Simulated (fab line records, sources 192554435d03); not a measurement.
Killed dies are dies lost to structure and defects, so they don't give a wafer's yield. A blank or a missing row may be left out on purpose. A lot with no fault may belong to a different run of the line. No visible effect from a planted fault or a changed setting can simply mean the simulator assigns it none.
fab line records + flow n5Finfet + part 2 of 2: steps 23 to 29 of 29
record:
- lots: 5
- wafers: 15
- lastDay: 17
route steps=1938 shown BEOL_M8@1397 BEOL_M9@1401
lots untouched by any fault: they come from a run of this same line in which no faults occurred
startH: hours from the record's opening day to when the first of the lot's shown wafers began + waitH: hours from the lot's prior step to this one + " same as the row above + L1.1+2: a row that stands for several wafers + - no value, or no start given + * or withheld: withheld + < > ~ a bound
route shown NAME@n: NAME is a module with steps in the file, n the number in the route of the first one + usual: the fault-free wafers' mean and standard deviation + same: alike in all rows + chamber/n: place in a boat + sites: each site's reading + _std_site: standard deviation of those values + _edge_site: mean of outer sites minus mean of inner sites + radiusMm: how far each site lies from the wafer's centre + mask NAME#n: copy n + behind: tool/chamber where the wafer was last shaped + hold: why the lot went on hold/how many hours it stayed there/how the hold came to an end + device: names the non-switching transistor (n, p or np) + end of line: tests of these same wafers at the route's end + where a step has no rows: the recipe by itself + killed: the dies lost at the first sort to structure and to defects; this is not the yield of the wafer + map: a wafer's dies, marking killed ones x, the rest . and places with no die _
set.NAME: setting as actually run; set.NAME@STEP: the setting as run at that earlier step + model.NAME: the simulator's own value behind a step, which no gauge read
certain route steps with their lots: each step a table, each wafer a row
services: from which hour (startH, from the record's first day; less than 0 if before it) a tool's chamber was out of use, for how many hours, and why
== steps ==
step: N5_BEOL_M9_ETCH_62
recipe:
- chemistry: N2/H2
- target: SOC
- targetDepthA: 1100
- overetchA: 220
- maskMaterial: SiARC
- tempC: 40
- timeS: 165
- ionEnergyEv: 200
- pressureMtorr: 30
- sourceW: 840
- biasW: 150
- n2FlowSccm: 200
- h2FlowSccm: 200
usual:
- drypumpMotorCurrentA: 5.5/0.33
- oesProductAu: 0.67/0.066
- rfFwdPowerW: 837.4/2.4
- rfVppV: 523.9/2.7
- showerheadPlenumPTorr: 2.54/0.1
- throttleValvePct: 17.88/0.2
| lot.wafer | tool       | chamber | startH | waitH | drypumpMotorCurrentA | oesProductAu | rfFwdPowerW | rfHoursCounterH | rfVppV | showerheadPlenumPTorr | throttleValvePct |
|-----------|------------|---------|--------|-------|----------------------|--------------|-------------|-----------------|--------|-----------------------|------------------|
| L076.2    | rieDiel-04 | 3       | 225.03 | 0.0   | 5.4                  | 0.60         | 838.5       | 211             | 525.9  | 2.63                  | 17.96            |
| L076.4    | "          | 1       | "      | "     | 5.0                  | 0.59         | 837.9       | -               | 522.9  | 2.50                  | 18.08            |
| L076.6    | "          | 3       | "      | "     | 5.4                  | 0.60         | 834.0       | -               | 527.6  | 2.63                  | 17.97            |
| L086.2    | rieDiel-04 | 3       | 298.96 | 0.0   | 5.4                  | 0.59         | 837.0       | 232             | 524.1  | 2.62                  | 17.98            |
| L086.5    | "          | 1       | "      | "     | 5.0                  | 0.79         | 836.4       | -               | 522.3  | 2.49                  | 17.64            |
| L086.6    | "          | 0       | "      | "     | 5.6                  | 0.70         | 839.5       | -               | 521.2  | 2.47                  | 17.81            |
| L084.1    | rieDiel-06 | 3       | 301.10 | 0.0   | 5.2                  | 0.70         | 833.2       | 70              | 529.0  | 2.71                  | 17.73            |
| L084.3    | "          | 1       | "      | "     | 5.4                  | 0.68         | 837.3       | 97              | 522.3  | 2.46                  | 18.04            |
| L084.6    | "          | 1       | "      | "     | 5.5                  | 0.68         | 835.8       | -               | 520.8  | 2.46                  | 18.01            |
| L093.1    | rieDiel-06 | 2       | 340.48 | 0.0   | 6.1                  | 0.62         | 835.0       | 173             | 524.0  | 2.54                  | 17.98            |
| L093.2    | "          | 1       | "      | "     | 5.4                  | 0.68         | 834.8       | 108             | 520.9  | 2.45                  | 18.05            |
| L093.5    | "          | 2       | "      | "     | 6.1                  | 0.62         | 835.9       | -               | 523.2  | 2.54                  | 17.96            |
| L095.2    | rieDiel-04 | 2       | 353.25 | 0.0   | 5.7                  | 0.59         | 831.0       | 213             | 521.4  | 2.40                  | 17.78            |
| L095.3    | "          | 1       | "      | "     | 5.0                  | 0.76         | 836.7       | 25              | 521.8  | 2.49                  | 17.64            |
| L095.5    | "          | 3       | "      | "     | 5.4                  | 0.59         | 843.8       | -               | 527.3  | 2.62                  | 18.02            |
step: N5_BEOL_M9_STRIP_68
recipe:
- chemistry: N2/H2
- tempC: 40
- n2FlowSccm: 200
- h2FlowSccm: 200
- rfFrequencyHz: 6e+07
| lot.wafer  | tool       | chamber | startH | waitH |
|------------|------------|---------|--------|-------|
| L076.2+4+6 | rieDiel-04 | 3,1,3   | 225.17 | 0.1   |
| L086.2+5+6 | rieDiel-04 | 3,1,0   | 299.09 | 0.1   |
| L084.1+3+6 | rieDiel-06 | 3,1,1   | 301.24 | 0.1   |
| L093.1+2+5 | rieDiel-06 | 2,1,2   | 340.61 | 0.1   |
| L095.2+3+5 | rieDiel-04 | 2,1,3   | 353.39 | 0.1   |
step: N5_BEOL_M9_STRIP_67
recipe:
- chemistry: CF4
- resist: SiARC
- powerW: 300
- biasPowerW: 75
- pressureMtorr: 50
- cf4FlowSccm: 150
- rfFrequencyHz: 6e+07
usual:
- cf4FlowSccm: 150.0/0.46
- drypumpMotorCurrentA: 5.5/0.33
- oesProductAu: 0.79/0.078
- rfVppV: 271.2/1.6
- showerheadPlenumPTorr: 1.79/0.057
- throttleValvePct: 13.62/0.23
| lot.wafer | tool       | chamber | startH | waitH | cf4FlowSccm | drypumpMotorCurrentA | oesProductAu | rfHoursCounterH | rfVppV | showerheadPlenumPTorr | throttleValvePct |
|-----------|------------|---------|--------|-------|-------------|----------------------|--------------|-----------------|--------|-----------------------|------------------|
| L076.2    | rieDiel-04 | 3       | 225.18 | 0.0   | 150.4       | 5.4                  | 0.71         | 211             | 270.9  | 1.86                  | 13.81            |
| L076.4    | "          | 1       | "      | "     | 149.8       | 5.0                  | 0.69         | -               | 270.2  | 1.76                  | 13.89            |
| L076.6    | "          | 3       | "      | "     | 150.2       | 5.4                  | 0.72         | -               | 272.7  | 1.86                  | 13.81            |
| L086.2    | rieDiel-04 | 3       | 299.10 | 0.0   | 150.7       | 5.4                  | 0.70         | 232             | 273.9  | 1.85                  | 13.88            |
| L086.5    | "          | 1       | "      | "     | 150.4       | 5.0                  | 0.93         | -               | 270.6  | 1.75                  | 13.33            |
| L086.6    | "          | 0       | "      | "     | 150.1       | 5.6                  | 0.83         | -               | 267.6  | 1.76                  | 13.53            |
| L084.1    | rieDiel-06 | 3       | 301.25 | 0.0   | 150.1       | 5.2                  | 0.83         | 70              | 273.5  | 1.88                  | 13.31            |
| L084.3    | "          | 1       | "      | "     | 150.2       | 5.5                  | 0.80         | 97              | 269.6  | 1.74                  | 13.77            |
| L084.6    | "          | 1       | "      | "     | 150.2       | 5.4                  | 0.80         | -               | 271.0  | 1.74                  | 13.77            |
| L093.1    | rieDiel-06 | 2       | 340.62 | 0.0   | 149.5       | 6.1                  | 0.74         | 174             | 270.1  | 1.80                  | 13.77            |
| L093.2    | "          | 1       | "      | "     | 149.9       | 5.4                  | 0.79         | 109             | 268.6  | 1.74                  | 13.81            |
| L093.5    | "          | 2       | "      | "     | 150.7       | 6.1                  | 0.73         | -               | 270.5  | 1.80                  | 13.77            |
| L095.2    | rieDiel-04 | 2       | 353.40 | 0.0   | 150.6       | 5.7                  | 0.70         | 213             | 268.7  | 1.71                  | 13.75            |
| L095.3    | "          | 1       | "      | "     | 150.1       | 5.0                  | 0.89         | 25              | 270.6  | 1.75                  | 13.38            |
| L095.5    | "          | 3       | "      | "     | 150.1       | 5.4                  | 0.68         | -               | 270.7  | 1.85                  | 13.90            |
step: N5_BEOL_M9_HM_OPEN_17
recipe:
- chemistry: Cl2/BCl3
- targetDepthA: 200
- overetchA: 60
- target: TiN
- maskMaterial: SOC
- ionEnergyEv: 150
- pressureMtorr: 10
- icpW: 1000
- biasW: 126
- Cl2_flow_sccm: 53.25
- bcl3FlowSccm: 21.75
- Ar_flow_sccm: 25
usual:
- drypumpMotorCurrentA: 5.7/0.54
- mfcArSccm: 25.01/0.077
- oesProductAu: 0.68/0.093
- rfFwdPowerW: 991/4.3
- throttleValvePct: 22.09/0.27
| lot.wafer | tool        | chamber | startH | waitH | drypumpMotorCurrentA | mfcArSccm | oesProductAu | rfFwdPowerW | rfHoursCounterH | throttleValvePct |
|-----------|-------------|---------|--------|-------|----------------------|-----------|--------------|-------------|-----------------|------------------|
| L076.2    | rieMetal-03 | 1       | 225.22 | 0.0   | 5.4                  | 24.97     | 0.74         | 997         | 16              | 22.19            |
| L076.4    | "           | 0       | "      | "     | 5.9                  | 25.08     | 0.56         | 998         | -               | 22.75            |
| L076.6    | "           | 0       | "      | "     | 5.9                  | 24.99     | 0.55         | 999         | -               | 22.74            |
| L086.2    | rieMetal-01 | 1       | 299.14 | 0.0   | 5.8                  | 25.07     | 0.66         | 985         | 48              | 21.85            |
| L086.5    | "           | 1       | "      | "     | 5.8                  | 25.24     | 0.67         | 989         | -               | 21.84            |
| L086.6    | "           | 0       | "      | "     | 4.8                  | 25.05     | 0.55         | 987         | -               | 22.01            |
| L084.1    | rieMetal-02 | 0       | 301.29 | 0.0   | 6.5                  | 25.22     | 0.76         | 997         | 8               | 22.11            |
| L084.3    | "           | 0       | "      | "     | 6.5                  | 24.96     | 0.75         | 999         | -               | 22.13            |
| L084.6    | "           | 1       | "      | "     | 6.2                  | 25.07     | 0.77         | 989         | -               | 22.04            |
| L093.1    | rieMetal-03 | 1       | 340.66 | 0.0   | 5.4                  | 24.89     | 0.71         | 990         | 26              | 22.24            |
| L093.2    | "           | 1       | "      | "     | 5.4                  | 25.00     | 0.71         | 987         | -               | 22.21            |
| L093.5    | "           | 1       | "      | "     | 5.4                  | 25.02     | 0.71         | 989         | -               | 22.22            |
| L095.2    | rieMetal-01 | 0       | 353.44 | 0.0   | 4.8                  | 25.10     | 0.82         | 991         | 1               | 21.58            |
| L095.3    | "           | 1       | "      | "     | 5.8                  | 24.97     | 0.64         | 982         | -               | 21.87            |
| L095.5    | "           | 0       | "      | "     | 4.8                  | 24.99     | 0.83         | 991         | -               | 21.58            |
step: N5_BEOL_M9_STRIP_19
recipe:
- chemistry: O2
- powerW: 400
- tempC: 40
- pressureMtorr: 30
- rfFrequencyHz: 6e+07
- biasPowerW: 0
- overashFraction: 0.2
- o2FlowSccm: 225
usual:
- drypumpMotorCurrentA: 5.5/0.38
- oesProductAu: 0.80/0.087
- rfVppV: 3.7/0.6
- showerheadPlenumPTorr: 2.11/0.071
- throttleValvePct: 16.73/0.25
| lot.wafer | tool       | chamber | startH | waitH | drypumpMotorCurrentA | oesProductAu | rfHoursCounterH | rfVppV | showerheadPlenumPTorr | throttleValvePct |
|-----------|------------|---------|--------|-------|----------------------|--------------|-----------------|--------|-----------------------|------------------|
| L076.2    | rieDiel-06 | 2       | 225.37 | 0.1   | 6.1                  | 0.76         | 142             | 3.9    | 2.11                  | 16.74            |
| L076.4    | "          | 0       | "      | "     | 5.6                  | 0.73         | 169             | 3.7    | 2.17                  | 16.72            |
| L076.6    | "          | 0       | "      | "     | 5.6                  | 0.73         | -               | 4.4    | 2.17                  | 16.72            |
| L086.2    | rieDiel-06 | 2       | 299.30 | 0.1   | 6.0                  | 0.74         | 165             | 3.1    | 2.10                  | 16.79            |
| L086.5    | "          | 1       | "      | "     | 5.4                  | 0.80         | -               | 3.8    | 2.03                  | 16.87            |
| L086.6    | "          | 2       | "      | "     | 6.1                  | 0.74         | -               | 3.0    | 2.10                  | 16.77            |
| L084.1    | rieDiel-06 | 0       | 301.40 | 0.1   | 5.6                  | 0.73         | 189             | 3.6    | 2.17                  | 16.75            |
| L084.3    | "          | 1       | "      | "     | 5.4                  | 0.79         | 97              | 4.3    | 2.03                  | 16.86            |
| L084.6    | "          | 3       | "      | "     | 5.2                  | 0.84         | -               | 3.9    | 2.20                  | 16.36            |
| L093.1    | rieDiel-04 | 0       | 340.86 | 0.2   | 5.6                  | 0.80         | 97              | 3.5    | 2.06                  | 16.77            |
| L093.2    | "          | 1       | "      | "     | 5.0                  | 0.90         | 21              | 3.9    | 2.04                  | 16.50            |
| L093.5    | "          | 2       | "      | "     | 5.7                  | 0.69         | -               | 4.6    | 2.00                  | 16.81            |
| L095.2    | rieDiel-02 | 2       | 353.85 | 0.4   | 5.8                  | 0.85         | 67              | 4.4    | 2.05                  | 16.40            |
| L095.3    | "          | 3       | "      | "     | 5.7                  | 0.80         | 95              | 2.9    | 2.22                  | 17.03            |
| L095.5    | "          | 2       | "      | "     | 5.8                  | 0.84         | -               | 4.1    | 2.05                  | 16.41            |
step: N5_BEOL_M9_CD_MEAS_18
recipe:
- pitchNm: 140
- targetCdNm: 70
usual:
- cdNm: 70.4/0.84
| lot.wafer | tool     | chamber | startH | waitH | cdNm |
|-----------|----------|---------|--------|-------|------|
| L076.2    | cdSem-01 | -       | 225.44 | 0.1   | 71.1 |
| L076.4    | "        | -       | "      | "     | 68.8 |
| L076.6    | "        | -       | "      | "     | 71.1 |
| L086.2    | cdSem-02 | -       | 299.38 | 0.1   | 70.5 |
| L086.5    | "        | -       | "      | "     | 69.6 |
| L086.6    | "        | -       | "      | "     | 71.2 |
| L084.1    | cdSem-02 | -       | 301.47 | 0.0   | 69.3 |
| L084.3    | "        | -       | "      | "     | 71.2 |
| L084.6    | "        | -       | "      | "     | 71.0 |
| L093.1    | cdSem-02 | -       | 340.93 | 0.0   | 71.8 |
| L093.2    | "        | -       | "      | "     | 71.5 |
| L093.5    | "        | -       | "      | "     | 70.4 |
| L095.2    | cdSem-03 | -       | 353.93 | 0.1   | 70.5 |
| L095.3    | "        | -       | "      | "     | 69.5 |
| L095.5    | "        | -       | "      | "     | 70.7 |
step: N5_BEOL_M9_COAT_63
recipe:
- resist: SOC
- tempC: 250
- timeS: 60
- spinRpm: 1500
- resistThkNm: 60
| lot.wafer  | tool          | chamber | startH | waitH |
|------------|---------------|---------|--------|-------|
| L076.2+4+6 | lithoTrack-03 | 0       | 226.73 | 1.3   |
| L086.2+5+6 | lithoTrack-03 | 0       | 299.43 | 0.0   |
| L084.1+3+6 | lithoTrack-04 | 0       | 301.67 | 0.2   |
| L093.1+2+5 | lithoTrack-02 | 0       | 342.41 | 1.5   |
| L095.2+3+5 | lithoTrack-04 | 0       | 353.96 | 0.0   |
== services ==
| tool           | chamber | startH | hours | kind   |
|----------------|---------|--------|-------|--------|
| arfiScanner-02 | -       | 201.36 | 1.3   | pm     |
| uvCure-01      | -       | 205.79 | 7.5   | pm     |
| pecvd-03       | -       | 209.60 | 1.2   | repair |
| arfiScanner-01 | -       | 215.90 | 17.3  | pm     |
| rieDiel-04     | 0       | 222.79 | 11.3  | repair |
| uvCure-03      | -       | 225.12 | 2.8   | pm     |
| rieDiel-04     | 2       | 228.08 | 2.4   | repair |
| arfiScanner-01 | -       | 233.23 | 1.0   | pm     |
| rieMetal-01    | 1       | 235.56 | 4.2   | repair |
| pecvd-03       | 2       | 237.88 | 5.4   | repair |
| arfiScanner-01 | -       | 240.41 | 1.3   | pm     |
| uvCure-03      | -       | 247.76 | 1.0   | pm     |
| arfiScanner-02 | -       | 253.23 | 4.9   | pm     |
| arfiScanner-02 | -       | 271.99 | 3.1   | pm     |
| arfiScanner-02 | -       | 277.35 | 1.0   | pm     |
| rieDiel-06     | 2       | 299.45 | 8.1   | repair |
| pecvd-04       | 1       | 302.38 | 10.1  | repair |
| pecvd-03       | 2       | 309.52 | 7.6   | repair |
| rieMetal-01    | 0       | 310.11 | 4.5   | repair |
| pvdSputter-03  | -       | 316.53 | 4.6   | repair |
| pecvd-01       | 1       | 319.44 | 7.1   | repair |
| arfiScanner-02 | -       | 326.86 | 1.3   | pm     |
| rieDiel-06     | 0       | 337.05 | 4.8   | repair |
| arfiScanner-02 | -       | 353.40 | 0.8   | pm     |
